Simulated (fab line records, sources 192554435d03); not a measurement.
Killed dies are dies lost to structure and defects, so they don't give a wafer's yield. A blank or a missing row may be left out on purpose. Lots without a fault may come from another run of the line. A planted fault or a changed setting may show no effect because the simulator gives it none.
fab line records | flow n5_finfet
record lots=22 wafers=66 last_day=19
route steps=1938 shown BEOL_M1@754
lots that met no fault: from a run of the same line without faults
start_h: hours from the record's first day to the start of the lot's first wafer shown | wait_h: hours since the lot's step before | " the same as in the row above | L1.1+2: a row that stands for several wafers | - no value, or no start given | * or withheld: withheld | < > ~ a bound
route shown NAME@n: a module of which the file shows steps, and the number in the route of the first | usual: mean/standard deviation of fault-free wafers | same: alike in all rows | chamber/n: place in a boat | sites: the reading at each site | _std_site: their standard deviation | _edge_site: outer sites' mean less inner sites' | radius_mm: how far each site lies from the wafer's centre | mask NAME#n: copy n | behind: the tool/chamber that last shaped the wafer | hold: why the lot was held/for how many hours/how that ended | device: the transistor (n, p or np) that didn't switch | end of line: the same wafers' tests at the end of the route | a step without rows: its recipe alone | killed: dies lost to structure and defects at the first sort, not the wafer's yield | map: a wafer's dies, x killed, . not, _ none there
set.NAME: the setting as run; set.NAME@STEP: as run at that earlier step | model.NAME: the simulator's own value behind a step, which no gauge read
steps of the route over a sample of lots; a table a step, a row a wafer
services: from which hour (start_h, from the record's first day; less than 0 if before it) a tool's chamber was out of use, for how many hours, and why
## steps
# step N5_BEOL_M1_HM_DEP_02
# recipe material=TiN target_thk_a=200 temp_c=25 chamber_pressure_pa=0.49996
# usual throttle_valve_pct=30.3/1.2
# columns lot.wafer tool chamber start_h wait_h throttle_valve_pct
L075.2 pvd_sputter-01 - 130.31 1.5 32.1
L075.3 " - " " 31.3
L075.5 " - " " 31.5
L076.1 pvd_sputter-02 - 135.52 0.7 28.7
L076.2 " - " " 30.2
L076.4 " - " " 29.3
L077.3 pvd_sputter-01 - 143.91 1.7 31.1
L077.5 " - " " 32.1
L077.6 " - " " 31.4
L079.4 pvd_sputter-02 - 149.32 1.1 28.2
L079.5 " - " " 28.3
L079.6 " - " " 30.1
L078.1 pvd_sputter-01 - 149.45 1.1 32.1
L078.5 " - " " 31.0
L078.6 " - " " 31.0
L080.1 pvd_sputter-01 - 152.23 0.0 31.2
L080.3 " - " " 32.1
L080.6 " - " " 30.6
L081.2 pvd_sputter-03 - 165.00 0.8 30.8
L081.4 " - " " 30.1
L081.5 " - " " 27.9
L082.1 pvd_sputter-02 - 166.90 1.1 29.8
L082.2 " - " " 28.8
L082.4 " - " " 30.9
L083.1 pvd_sputter-01 - 177.48 1.9 32.1
L083.3 " - " " 30.9
L083.5 " - " " 31.7
L085.2 pvd_sputter-02 - 187.45 1.1 28.5
L085.5 " - " " 30.2
L085.6 " - " " 28.6
L086.2 pvd_sputter-01 - 197.82 0.8 30.9
L086.5 " - " " 31.3
L086.6 " - " " 30.8
L087.4 pvd_sputter-01 - 199.12 0.6 30.9
L087.5 " - " " 30.7
L087.6 " - " " 30.7
L088.1 pvd_sputter-02 - 203.88 0.3 29.4
L088.2 " - " " 30.0
L088.4 " - " " 30.8
L089.1 pvd_sputter-03 - 216.43 1.3 30.9
L089.5 " - " " 30.3
L089.6 " - " " 27.7
L091.2 pvd_sputter-03 - 222.98 0.8 30.4
L091.3 " - " " 31.0
L091.6 " - " " 31.0
L090.1 pvd_sputter-03 - 223.36 0.5 27.9
L090.4 " - " " 30.8
L090.6 " - " " 27.8
L092.1 pvd_sputter-03 - 225.89 0.7 30.1
L092.2 " - " " 30.8
L092.3 " - " " 30.9
L093.2 pvd_sputter-03 - 232.65 0.4 30.7
L093.3 " - " " 28.1
L093.4 " - " " 30.5
L094.2 pvd_sputter-03 - 241.66 0.4 28.0
L094.3 " - " " 31.0
L094.4 " - " " 31.2
L095.1 pvd_sputter-01 - 249.83 3.9 30.7
L095.4 " - " " 30.7
L095.5 " - " " 31.3
L096.1 pvd_sputter-02 - 256.07 1.2 28.8
L096.2 " - " " 29.3
L096.4 " - " " 30.2
L097.3 pvd_sputter-03 - 260.39 3.6 30.4
L097.4 " - " " 30.6
L097.5 " - " " 30.7
# step N5_BEOL_M1_INSPECT_13
# recipe mode=adi inspect_instrument=brightfield
# usual raw_defect_count=444/100
# columns lot.wafer tool chamber start_h wait_h raw_defect_count
L075.2 defect_inspect-02 - 130.91 0.0 668
L075.3 " - " " 433
L075.5 " - " " 657
L076.1 defect_inspect-02 - 136.00 0.1 475
L076.2 " - " " 448
L076.4 " - " " 599
L077.3 defect_inspect-01 - 144.39 0.0 336
L077.5 " - " " 377
L077.6 " - " " 414
L079.4 defect_inspect-01 - 149.92 0.0 335
L079.5 " - " " 425
L079.6 " - " " 304
L078.1 defect_inspect-02 - 149.96 0.1 355
L078.5 " - " " 403
L078.6 " - " " 374
L080.1 defect_inspect-02 - 152.84 0.1 603
L080.3 " - " " 570
L080.6 " - " " 550
L081.2 defect_inspect-01 - 165.48 0.0 450
L081.4 " - " " 388
L081.5 " - " " 444
L082.1 defect_inspect-02 - 167.37 0.1 432
L082.2 " - " " 401
L082.4 " - " " 461
L083.1 defect_inspect-02 - 177.96 0.1 367
L083.3 " - " " 438
L083.5 " - " " 538
L085.2 defect_inspect-01 - 188.06 0.0 302
L085.5 " - " " 320
L085.6 " - " " 288
L086.2 defect_inspect-02 - 198.33 0.0 605
L086.5 " - " " 494
L086.6 " - " " 428
L087.4 defect_inspect-02 - 199.65 0.0 372
L087.5 " - " " 378
L087.6 " - " " 400
L088.1 defect_inspect-02 - 204.48 0.1 382
L088.2 " - " " 557
L088.4 " - " " 701
L089.1 defect_inspect-02 - 216.91 0.1 406
L089.5 " - " " 310
L089.6 " - " " 369
L091.2 defect_inspect-01 - 223.58 0.0 321
L091.3 " - " " 344
L091.6 " - " " 358
L090.1 defect_inspect-01 - 223.96 0.1 525
L090.4 " - " " 381
L090.6 " - " " 337
L092.1 defect_inspect-02 - 226.37 0.1 579
L092.2 " - " " 647
L092.3 " - " " 510
L093.2 defect_inspect-01 - 233.14 0.1 388
L093.3 " - " " 378
L093.4 " - " " 345
L094.2 defect_inspect-02 - 242.13 0.0 461
L094.3 " - " " 472
L094.4 " - " " 348
L095.1 defect_inspect-01 - 250.30 0.1 389
L095.4 " - " " 384
L095.5 " - " " 383
L096.1 defect_inspect-01 - 256.55 0.1 364
L096.2 " - " " 630
L096.4 " - " " 547
L097.3 defect_inspect-02 - 260.87 0.0 298
L097.4 " - " " 547
L097.5 " - " " 462
# step N5_BEOL_M1_ETCH_74
# recipe chemistry=N2/H2 target=underlayer target_depth_a=65 mask_material=CAR-EUV time_s=5.2 ion_energy_ev=200 pressure_mtorr=30 source_w=840 bias_w=150 n2_flow_sccm=200 h2_flow_sccm=200 ends=cleared
# usual drypump_motor_current_A=5.85/0.27 etch_rf_on_time_s=5.18/0.13 h2_flow_sccm=200.0/0.61 oes_product_au=0.65/0.071 rf_fwd_power_W=819.5/2.5 rf_vpp_V=524.4/2.5 showerhead_plenum_p_Torr=2.56/0.082 throttle_valve_pct=17.94/0.28
# columns lot.wafer tool chamber start_h wait_h drypump_motor_current_A etch_rf_on_time_s h2_flow_sccm oes_product_au rf_fwd_power_W rf_hours_counter_h rf_vpp_V showerhead_plenum_p_Torr throttle_valve_pct
L075.2 rie_diel-01 0 131.11 0.0 5.66 5.04 200.0 0.79 816.7 27 526.5 2.57 17.27
L075.3 " 1 " " 6.21 5.27 201.0 0.63 819.4 164 527.3 2.65 18.30
L075.5 " 0 " " 5.66 5.07 200.6 0.80 819.0 - 524.6 2.57 17.29
L076.1 rie_diel-06 1 136.24 0.0 5.76 5.12 199.8 0.61 815.9 201 528.8 2.65 18.14
L076.2 " 2 " " 6.01 5.25 199.3 0.63 819.0 157 524.3 2.54 17.77
L076.4 " 0 " " 5.90 5.30 199.6 0.79 816.6 7 524.2 2.50 17.64
L077.3 rie_diel-02 2 144.51 0.0 5.47 5.29 199.7 0.61 819.9 181 527.0 2.66 18.21
L077.5 " 1 " " 6.34 5.02 199.4 0.64 817.8 - 527.8 2.65 17.82
L077.6 " 0 " " 5.86 5.25 199.4 0.61 819.8 - 523.2 2.43 17.90
L079.4 rie_diel-01 0 149.99 0.0 5.68 5.22 201.1 0.77 821.2 33 525.7 2.56 17.27
L079.5 " 1 " " 6.21 5.34 199.6 0.63 820.3 - 525.0 2.64 18.30
L079.6 " 2 " " 5.63 5.11 199.7 0.79 820.4 - 521.1 2.48 17.73
L078.1 rie_diel-02 0 150.06 0.0 5.79 5.28 199.7 0.61 823.0 168 520.3 2.42 17.90
L078.5 " 0 " " 5.85 5.27 200.3 0.61 819.9 - 518.6 2.42 17.92
L078.6 " 3 " " 5.81 4.92 199.5 0.61 822.1 - 526.5 2.63 18.13
L080.1 rie_diel-02 3 152.91 0.0 5.83 4.97 200.0 0.61 821.5 224 527.9 2.63 18.15
L080.3 " 0 " " 5.84 5.33 199.0 0.62 820.2 169 520.5 2.42 17.91
L080.6 " 2 " " 5.46 5.32 198.6 0.61 822.0 - 525.9 2.66 18.22
L081.2 rie_diel-01 0 165.55 0.0 5.66 5.14 200.8 0.78 821.9 38 526.1 2.56 17.30
L081.4 " 1 " " 6.22 5.22 200.0 0.63 821.7 174 525.8 2.64 18.34
L081.5 " 1 " " 6.21 5.21 200.0 0.64 823.2 - 529.1 2.64 18.33
L082.1 rie_diel-06 0 167.44 0.0 5.86 5.35 201.2 0.76 822.7 18 521.5 2.49 17.67
L082.2 " 1 " " 5.70 5.19 200.6 0.60 822.0 211 524.7 2.64 18.17
L082.4 " 2 " " 6.05 5.19 199.8 0.62 826.4 - 522.4 2.54 17.84
L083.1 rie_diel-06 0 178.42 0.0 5.85 5.36 199.5 0.75 820.4 21 523.6 2.49 17.67
L083.3 " 2 " " 6.05 5.25 200.4 0.63 818.9 171 523.3 2.54 17.81
L083.5 " 2 " " 6.02 5.23 201.4 0.63 819.4 - 523.6 2.54 17.81
L085.2 rie_diel-06 1 188.15 0.0 5.74 5.16 199.8 0.61 822.2 217 526.1 2.64 18.15
L085.5 " 1 " " 5.72 5.16 198.6 0.60 820.7 - 526.3 2.64 18.17
L085.6 " 2 " " 6.05 5.24 200.3 0.62 817.6 - 521.8 2.54 17.82
L086.2 rie_diel-01 3 198.40 0.0 5.56 5.17 199.9 0.61 815.5 197 523.8 2.51 17.67
L086.5 " 1 " " 6.20 5.26 200.8 0.62 820.1 - 527.0 2.64 18.35
L086.6 " 3 " " 5.55 5.17 200.2 0.61 814.9 - 521.2 2.51 17.69
L087.4 rie_diel-02 3 199.98 0.0 5.82 5.00 199.9 0.60 820.3 237 527.4 2.62 18.17
L087.5 " 0 " " 5.83 5.26 199.4 0.60 815.7 - 520.9 2.42 17.94
L087.6 " 1 " " 6.33 5.07 200.1 0.63 819.4 - 527.6 2.64 17.86
L088.1 rie_diel-02 0 204.55 0.0 5.83 5.20 199.7 0.62 818.3 182 521.8 2.42 17.94
L088.2 " 3 " " 5.81 4.97 200.7 0.61 815.0 238 524.4 2.62 18.16
L088.4 " 2 " " 5.45 5.24 199.7 0.60 814.2 197 527.3 2.66 18.22
L089.1 rie_diel-06 0 216.98 0.0 5.83 5.28 199.3 0.74 814.7 33 521.1 2.49 17.71
L089.5 " 0 " " 5.87 5.30 199.2 0.74 814.4 - 524.5 2.49 17.71
L089.6 " 1 " " 5.72 5.23 199.7 0.59 822.4 - 527.3 2.64 18.19
L091.2 rie_diel-06 1 223.71 0.0 5.75 5.26 201.6 0.60 812.1 227 526.1 2.64 18.19
L091.3 " 2 " " 6.00 5.26 201.4 0.62 818.3 183 524.5 2.53 17.86
L091.6 " 3 " " 5.90 5.03 200.3 0.77 818.8 - 522.1 2.50 18.09
L090.1 rie_diel-02 3 224.03 0.0 5.80 4.96 200.3 0.60 821.3 244 527.4 2.62 18.18
L090.4 " 1 " " 6.32 5.07 200.3 0.62 818.7 175 525.8 2.64 17.88
L090.6 " 1 " " 6.34 5.06 201.1 0.61 822.2 - 528.5 2.64 17.87
L092.1 rie_diel-02 0 226.44 0.0 5.85 5.20 198.7 0.61 816.7 189 521.1 2.42 17.95
L092.2 " 3 " " 5.83 4.92 200.3 0.60 820.4 245 525.5 2.62 18.17
L092.3 " 1 " " 6.32 5.03 200.0 0.63 820.5 176 526.4 2.64 17.87
L093.2 rie_diel-01 0 233.20 0.0 5.65 5.25 199.2 0.73 821.9 61 523.5 2.55 17.33
L093.3 " 3 " " 5.54 5.34 199.7 0.59 818.8 210 525.4 2.51 17.68
L093.4 " 2 " " 5.64 5.13 200.3 0.78 820.4 41 522.7 2.48 17.77
L094.2 rie_diel-01 1 242.20 0.0 6.27 5.36 199.7 0.61 817.8 201 526.3 2.63 18.36
L094.3 " 2 " " 5.62 5.19 201.0 0.75 819.3 44 522.2 2.48 17.78
L094.4 " 0 " " 5.70 5.21 199.0 0.74 820.6 63 524.8 2.55 17.33
L095.1 rie_diel-01 2 250.51 0.0 5.63 5.22 199.8 0.75 821.7 46 523.0 2.48 17.75
L095.4 " 0 " " 5.68 5.23 200.1 0.73 821.6 66 526.2 2.55 17.35
L095.5 " 1 " " 6.19 5.36 199.8 0.60 821.4 - 525.7 2.63 18.39
L096.1 rie_diel-01 2 256.63 0.0 5.63 5.14 199.9 0.75 822.1 48 522.0 2.48 17.73
L096.2 " 1 " " 6.22 5.30 200.2 0.60 820.2 205 527.6 2.63 18.38
L096.4 " 3 " " 5.56 5.30 201.0 0.59 816.2 218 522.5 2.50 17.70
L097.3 rie_diel-02 1 260.93 0.0 6.35 5.13 199.3 0.61 816.9 187 525.5 2.63 17.89
L097.4 " 1 " " 6.36 5.07 200.8 0.62 818.3 - 526.8 2.63 17.89
L097.5 " 2 " " 5.46 5.30 200.0 0.60 821.8 - 526.5 2.65 18.27
# step N5_BEOL_M1_INSPECT_30
# recipe mode=adi inspect_instrument=brightfield
# usual raw_defect_count=442/98
# columns lot.wafer tool chamber start_h wait_h raw_defect_count
L075.2 defect_inspect-02 - 132.52 0.0 653
L075.3 " - " " 442
L075.5 " - " " 684
L076.1 defect_inspect-01 - 137.16 0.1 453
L076.2 " - " " 429
L076.4 " - " " 573
L077.3 defect_inspect-02 - 145.39 0.0 359
L077.5 " - " " 391
L077.6 " - " " 406
L079.4 defect_inspect-02 - 150.92 0.0 408
L079.5 " - " " 449
L079.6 " - " " 337
L078.1 defect_inspect-01 - 151.10 0.1 322
L078.5 " - " " 365
L078.6 " - " " 332
L080.1 defect_inspect-01 - 153.71 0.1 539
L080.3 " - " " 517
L080.6 " - " " 521
L081.2 defect_inspect-02 - 166.35 0.0 487
L081.4 " - " " 399
L081.5 " - " " 508
L082.1 defect_inspect-01 - 168.37 0.1 409
L082.2 " - " " 363
L082.4 " - " " 450
L083.1 defect_inspect-02 - 179.42 0.1 383
L083.3 " - " " 438
L083.5 " - " " 520
L085.2 defect_inspect-01 - 188.96 0.0 282
L085.5 " - " " 339
L085.6 " - " " 279
L086.2 defect_inspect-01 - 199.40 0.0 596
L086.5 " - " " 500
L086.6 " - " " 377
L087.4 defect_inspect-02 - 200.82 0.0 372
L087.5 " - " " 383
L087.6 " - " " 417
L088.1 defect_inspect-02 - 205.35 0.1 368
L088.2 " - " " 561
L088.4 " - " " 682
L089.1 defect_inspect-02 - 217.87 0.1 399
L089.5 " - " " 309
L089.6 " - " " 373
L091.2 defect_inspect-01 - 224.60 0.0 331
L091.3 " - " " 352
L091.6 " - " " 357
L090.1 defect_inspect-01 - 224.93 0.1 501
L090.4 " - " " 381
L090.6 " - " " 337
L092.1 defect_inspect-02 - 227.38 0.1 632
L092.2 " - " " 644
L092.3 " - " " 500
L093.2 defect_inspect-01 - 234.11 0.1 399
L093.3 " - " " 379
L093.4 " - " " 329
L094.2 defect_inspect-01 - 243.13 0.0 438
L094.3 " - " " 453
L094.4 " - " " 312
L095.1 defect_inspect-02 - 251.44 0.1 413
L095.4 " - " " 428
L095.5 " - " " 428
L096.1 defect_inspect-01 - 257.46 0.1 365
L096.2 " - " " 622
L096.4 " - " " 570
L097.3 defect_inspect-02 - 261.73 0.0 304
L097.4 " - " " 551
L097.5 " - " " 433
# step N5_BEOL_M1_ETCH_69
# recipe chemistry=CF4 target=SiARC target_depth_a=156 mask_material=CAR-EUV time_s=26 ion_energy_ev=80 pressure_mtorr=40 source_w=545 bias_w=36 Ar_flow_sccm=100 cf4_flow_sccm=100 ends=cleared
# usual drypump_motor_current_A=5.83/0.23 etch_rf_on_time_s=25.9/0.55 oes_product_au=0.67/0.076 rf_fwd_power_W=532.7/2.3 rf_vpp_V=184.2/1 showerhead_plenum_p_Torr=2.15/0.055 throttle_valve_pct=15.64/0.24
# columns lot.wafer tool chamber start_h wait_h drypump_motor_current_A etch_rf_on_time_s oes_product_au rf_fwd_power_W rf_hours_counter_h rf_vpp_V showerhead_plenum_p_Torr throttle_valve_pct
L075.2 rie_diel-02 1 132.64 0.0 6.33 25.2 0.65 534.5 150 184.2 2.23 15.62
L075.3 " 2 " " 5.47 26.6 0.62 530.7 177 184.8 2.22 15.85
L075.5 " 2 " " 5.46 26.6 0.62 528.3 - 184.4 2.22 15.83
L076.1 rie_diel-06 1 137.25 0.0 5.73 25.5 0.61 534.1 201 185.4 2.21 15.85
L076.2 " 2 " " 6.00 25.8 0.64 532.2 157 183.3 2.14 15.60
L076.4 " 0 " " 5.87 26.1 0.80 531.6 7 184.0 2.10 15.31
L077.3 rie_diel-06 1 145.47 0.0 5.73 25.6 0.61 532.3 204 185.5 2.21 15.86
L077.5 " 0 " " 5.87 26.3 0.79 530.4 - 182.9 2.10 15.33
L077.6 " 1 " " 5.72 25.6 0.61 534.3 - 184.2 2.21 15.86
L079.4 rie_diel-06 1 151.03 0.0 5.75 25.4 0.61 534.2 - 183.7 2.21 15.86
L079.5 " 2 " " 6.01 25.9 0.64 532.8 - 183.6 2.14 15.62
L079.6 " 0 " " 5.86 26.6 0.78 531.3 - 184.1 2.10 15.33
L078.1 rie_diel-01 1 151.18 0.0 6.18 26.2 0.63 537.6 170 185.1 2.22 16.04
L078.5 " 1 " " 6.19 26.3 0.63 536.1 - 185.5 2.22 16.04
L078.6 " 0 " " 5.63 25.6 0.78 529.7 - 184.1 2.18 15.28
L080.1 rie_diel-06 0 153.79 0.0 5.83 26.6 0.78 530.3 13 182.9 2.10 15.35
L080.3 " 2 " " 6.01 26.2 0.62 533.3 163 183.3 2.14 15.62
L080.6 " 1 " " 5.72 25.8 0.61 531.5 - 185.9 2.20 15.86
L081.2 rie_diel-06 0 166.44 0.0 5.85 26.3 0.78 534.5 17 183.6 2.10 15.34
L081.4 " 2 " " 6.00 25.7 0.64 530.1 - 183.5 2.14 15.61
L081.5 " 1 " " 5.71 25.2 0.61 533.2 - 185.4 2.20 15.86
L082.1 rie_diel-06 0 168.45 0.0 5.89 26.1 0.78 532.2 18 183.8 2.10 15.33
L082.2 " 2 " " 5.99 25.7 0.64 532.0 168 183.6 2.14 15.62
L082.4 " 3 " " 5.88 24.7 0.85 528.1 0 183.8 2.11 15.69
L083.1 rie_diel-06 2 179.50 0.0 5.97 25.6 0.62 534.0 172 184.8 2.13 15.62
L083.3 " 0 " " 5.87 26.3 0.77 527.6 22 182.5 2.10 15.35
L083.5 " 2 " " 6.03 25.6 0.63 532.3 - 184.1 2.13 15.64
L085.2 rie_diel-02 1 189.04 0.0 6.30 25.3 0.63 538.0 165 184.8 2.23 15.63
L085.5 " 1 " " 6.32 25.3 0.63 536.4 - 185.3 2.23 15.64
L085.6 " 0 " " 5.83 26.4 0.61 534.4 - 183.4 2.03 15.66
L086.2 rie_diel-02 0 199.49 0.0 5.81 26.2 0.61 531.8 180 181.5 2.03 15.67
L086.5 " 1 " " 6.31 25.3 0.63 538.4 - 184.5 2.23 15.66
L086.6 " 2 " " 5.44 26.2 0.61 532.5 - 185.3 2.22 15.89
L087.4 rie_diel-02 0 200.90 0.0 5.82 26.1 0.60 532.1 181 182.2 2.03 15.67
L087.5 " 1 " " 6.31 25.3 0.63 535.5 - 185.4 2.23 15.64
L087.6 " 0 " " 5.82 26.3 0.61 533.1 - 184.0 2.03 15.67
L088.1 rie_diel-01 0 205.44 0.0 5.67 25.9 0.76 531.0 51 184.3 2.17 15.31
L088.2 " 1 " " 6.25 26.4 0.62 537.1 188 185.6 2.22 16.09
L088.4 " 3 " " 5.55 26.3 0.60 533.4 - 182.6 2.12 15.49
L089.1 rie_diel-06 2 217.96 0.0 5.97 25.7 0.62 533.7 182 183.9 2.13 15.65
L089.5 " 2 " " 6.00 25.7 0.62 527.7 - 185.1 2.13 15.65
L089.6 " 3 " " 5.90 24.8 0.79 529.7 - 183.4 2.10 15.71
L091.2 rie_diel-01 2 224.68 0.0 5.63 25.8 0.77 529.7 38 182.5 2.08 15.39
L091.3 " 0 " " 5.69 25.4 0.75 531.0 58 185.0 2.17 15.33
L091.6 " 3 " " 5.56 26.3 0.59 531.4 - 184.1 2.12 15.49
L090.1 rie_diel-01 0 225.01 0.0 5.68 25.8 0.75 530.3 58 185.0 2.17 15.33
L090.4 " 1 " " 6.22 26.5 0.61 535.7 195 185.1 2.21 16.09
L090.6 " 3 " " 5.55 26.6 0.59 533.2 - 184.1 2.12 15.49
L092.1 rie_diel-01 1 227.47 0.0 6.23 26.4 0.62 537.8 196 185.2 2.21 16.09
L092.2 " 3 " " 5.56 26.5 0.59 533.1 208 183.3 2.12 15.49
L092.3 " 0 " " 5.66 25.6 0.75 531.9 59 184.1 2.17 15.32
L093.2 rie_diel-06 0 234.20 0.0 5.87 26.6 0.74 530.6 38 184.5 2.09 15.37
L093.3 " 3 " " 5.89 24.8 0.78 532.7 20 182.4 2.10 15.72
L093.4 " 2 " " 6.01 25.8 0.62 533.0 186 184.6 2.13 15.66
L094.2 rie_diel-01 3 243.21 0.0 5.55 26.6 0.59 531.2 213 182.5 2.12 15.51
L094.3 " 0 " " 5.66 26.1 0.74 533.5 64 184.9 2.17 15.35
L094.4 " 2 " " 5.63 26.0 0.76 533.9 44 183.2 2.08 15.43
L095.1 rie_diel-01 3 251.52 0.0 5.56 26.3 0.59 533.3 216 183.3 2.12 15.50
L095.4 " 2 " " 5.62 25.5 0.76 532.2 47 182.9 2.08 15.42
L095.5 " 1 " " 6.20 26.0 0.61 535.3 - 184.0 2.21 16.11
L096.1 rie_diel-06 1 257.55 0.0 5.71 26.0 0.59 531.9 237 184.8 2.19 15.91
L096.2 " 0 " " 5.88 26.8 0.72 531.5 46 183.2 2.09 15.39
L096.4 " 2 " " 6.01 26.4 0.61 532.2 192 184.4 2.13 15.66
L097.3 rie_diel-01 0 261.82 0.0 5.70 25.6 0.73 531.4 70 184.7 2.17 15.35
L097.4 " 1 " " 6.17 26.4 0.61 535.8 206 184.8 2.21 16.12
L097.5 " 0 " " 5.67 25.7 0.74 532.2 - 182.9 2.17 15.35
# step N5_BEOL_M1_ETCH_41
# recipe chemistry=CH3F/O2 target=SiCN target_depth_a=319 taper_deg=2 time_s=57.8 ion_energy_ev=120 mask_material=TiN pressure_mtorr=30 source_w=395 bias_w=75 Ar_flow_sccm=150 CH3F_flow_sccm=30 O2_flow_sccm=20
# usual drypump_motor_current_A=5.82/0.25 oes_product_au=0.77/0.09 rf_fwd_power_W=391.9/1.7 rf_vpp_V=297.6/1.4 showerhead_plenum_p_Torr=2.01/0.062 throttle_valve_pct=16.40/0.24
# columns lot.wafer tool chamber start_h wait_h drypump_motor_current_A oes_product_au rf_fwd_power_W rf_hours_counter_h rf_vpp_V showerhead_plenum_p_Torr throttle_valve_pct
L075.2 rie_diel-01 1 - - 6.22 0.74 394.5 164 300.0 2.08 16.76
L075.3 " 2 " " 5.60 0.95 391.5 20 295.8 1.96 16.14
L075.5 " 2 " " 5.61 0.95 392.2 - 297.4 1.96 16.15
L076.1 rie_diel-01 3 - - 5.56 0.73 391.6 178 298.0 2.00 16.18
L076.2 " 1 " " 6.22 0.74 392.4 167 300.4 2.08 16.77
L076.4 " 0 " " 5.66 0.92 394.4 30 297.5 2.03 15.93
L077.3 rie_diel-02 2 - - 5.45 0.72 394.5 183 300.1 2.09 16.61
L077.5 " 0 " " 5.84 0.72 389.7 - 295.5 1.90 16.38
L077.6 " 1 " " 6.30 0.75 394.4 - 300.7 2.09 16.32
L079.4 rie_diel-01 0 - - 5.66 0.90 391.2 35 298.6 2.03 15.98
L079.5 " 2 " " 5.63 0.94 391.4 - 297.3 1.95 16.18
L079.6 " 3 " " 5.55 0.71 390.0 - 296.7 1.99 16.18
L078.1 rie_diel-02 0 - - 5.85 0.72 390.4 170 296.6 1.90 16.37
L078.5 " 2 " " 5.46 0.72 390.4 - 298.0 2.09 16.61
L078.6 " 1 " " 6.33 0.75 393.4 - 300.9 2.09 16.33
L080.1 rie_diel-02 1 - - 6.31 0.75 393.8 159 299.9 2.09 16.33
L080.3 " 3 " " 5.78 0.71 392.8 226 298.9 2.06 16.63
L080.6 " 3 " " 5.80 0.71 392.8 - 299.3 2.06 16.61
L081.2 rie_diel-02 3 - - 5.82 0.70 394.2 229 297.1 2.06 16.64
L081.4 " 2 " " 5.46 0.72 393.1 188 300.0 2.09 16.62
L081.5 " 3 " " 5.81 0.70 392.9 - 298.3 2.06 16.64
L082.1 rie_diel-02 2 - - 5.44 0.72 392.7 192 300.5 2.09 16.63
L082.2 " 0 " " 5.85 0.71 386.6 176 295.7 1.90 16.40
L082.4 " 2 " " 5.42 0.71 393.7 - 298.3 2.09 16.62
L083.1 rie_diel-06 2 - - 6.00 0.73 391.7 173 296.5 1.99 16.34
L083.3 " 3 " " 5.91 0.95 391.1 5 296.4 1.96 16.38
L083.5 " 1 " " 5.73 0.70 390.7 - 299.1 2.06 16.53
L085.2 rie_diel-01 1 - - 6.25 0.73 392.4 183 298.7 2.08 16.80
L085.5 " 2 " " 5.64 0.92 391.0 - 295.6 1.95 16.17
L085.6 " 1 " " 6.23 0.73 391.4 - 297.6 2.08 16.80
L086.2 rie_diel-01 1 - - 6.29 0.73 394.0 186 298.8 2.08 16.80
L086.5 " 1 " " 6.20 0.73 394.8 - 300.2 2.08 16.81
L086.6 " 0 " " 5.67 0.89 393.3 - 297.5 2.03 15.97
L087.4 rie_diel-06 3 - - 5.90 0.93 391.1 10 295.9 1.96 16.38
L087.5 " 1 " " 5.74 0.70 392.8 - 296.4 2.06 16.57
L087.6 " 0 " " 5.87 0.89 393.3 - 297.4 1.96 16.13
L088.1 rie_diel-02 2 - - 5.45 0.71 393.0 199 299.2 2.08 16.63
L088.2 " 1 " " 6.34 0.74 394.8 171 297.2 2.08 16.37
L088.4 " 3 " " 5.82 0.70 392.7 240 296.9 2.06 16.67
L089.1 rie_diel-02 0 - - 5.83 0.71 389.2 189 294.1 1.89 16.44
L089.5 " 0 " " 5.83 0.70 388.6 - 296.8 1.89 16.42
L089.6 " 3 " " 5.79 0.69 392.7 - 298.2 2.05 16.66
L091.2 rie_diel-01 3 - - 5.55 0.69 393.3 208 296.3 1.99 16.23
L091.3 " 0 " " 5.68 0.87 392.2 59 298.0 2.02 15.99
L091.6 " 1 " " 6.27 0.72 392.2 - 298.0 2.07 16.82
L090.1 rie_diel-02 1 - - 6.31 0.72 391.5 177 297.9 2.08 16.35
L090.4 " 3 " " 5.82 0.69 393.6 246 297.2 2.05 16.67
L090.6 " 1 " " 6.32 0.72 392.5 - 300.4 2.08 16.36
L092.1 rie_diel-06 0 - - 5.84 0.86 390.3 37 295.9 1.96 16.15
L092.2 " 3 " " 5.88 0.90 392.7 18 297.2 1.96 16.41
L092.3 " 1 " " 5.74 0.69 393.1 229 297.6 2.05 16.59
L093.2 rie_diel-06 0 - - 5.85 0.86 390.7 39 297.5 1.96 16.16
L093.3 " 3 " " 5.90 0.90 391.4 21 297.5 1.96 16.41
L093.4 " 1 " " 5.69 0.68 393.4 230 297.4 2.05 16.58
L094.2 rie_diel-01 2 - - 5.63 0.90 391.8 46 297.0 1.95 16.20
L094.3 " 1 " " 6.19 0.71 394.5 203 299.4 2.07 16.84
L094.4 " 3 " " 5.57 0.70 393.2 215 297.3 1.98 16.25
L095.1 rie_diel-01 2 - - 5.59 0.89 391.6 48 296.5 1.95 16.19
L095.4 " 0 " " 5.63 0.85 393.2 68 297.9 2.02 16.00
L095.5 " 0 " " 5.64 0.86 394.3 - 298.5 2.02 16.02
L096.1 rie_diel-06 2 - - 5.99 0.70 391.2 193 296.4 1.99 16.37
L096.2 " 3 " " 5.89 0.88 391.2 27 297.5 1.95 16.43
L096.4 " 1 " " 5.73 0.68 392.5 238 298.0 2.05 16.59
L097.3 rie_diel-02 1 - - 6.31 0.72 393.6 190 298.3 2.08 16.39
L097.4 " 0 " " 5.81 0.69 387.2 - 296.3 1.89 16.44
L097.5 " 1 " " 6.31 0.71 393.5 - 299.9 2.08 16.39
## services
# columns tool chamber start_h hours kind
rie_diel-01 1 108.62 3.8 repair
rie_diel-06 1 109.79 12.2 repair
pvd_sputter-01 - 118.60 4.4 repair
rie_diel-02 - 137.37 2.8 pm
rie_diel-02 3 140.90 6.3 repair
rie_diel-06 3 143.08 - clean
rie_diel-06 3 143.08 - consumable_replace:focus_ring
rie_diel-06 3 143.08 25.0 scheduled_down
rie_diel-06 3 143.08 25.0 vent_cycle
pvd_sputter-03 - 148.55 9.3 repair
rie_diel-02 - 174.85 0.5 repair
rie_diel-01 2 175.04 8.4 repair
rie_diel-02 1 176.31 7.1 repair
rie_diel-02 0 177.64 1.8 repair
rie_diel-01 2 193.75 29.0 repair
rie_diel-02 3 245.46 - clean
rie_diel-02 3 245.46 - consumable_replace:esc
rie_diel-02 3 245.46 - consumable_replace:focus_ring
rie_diel-02 3 245.46 23.3 scheduled_down
rie_diel-02 3 245.46 23.3 vent_cycle
rie_diel-06 - 256.20 0.5 repair
## key
fault none
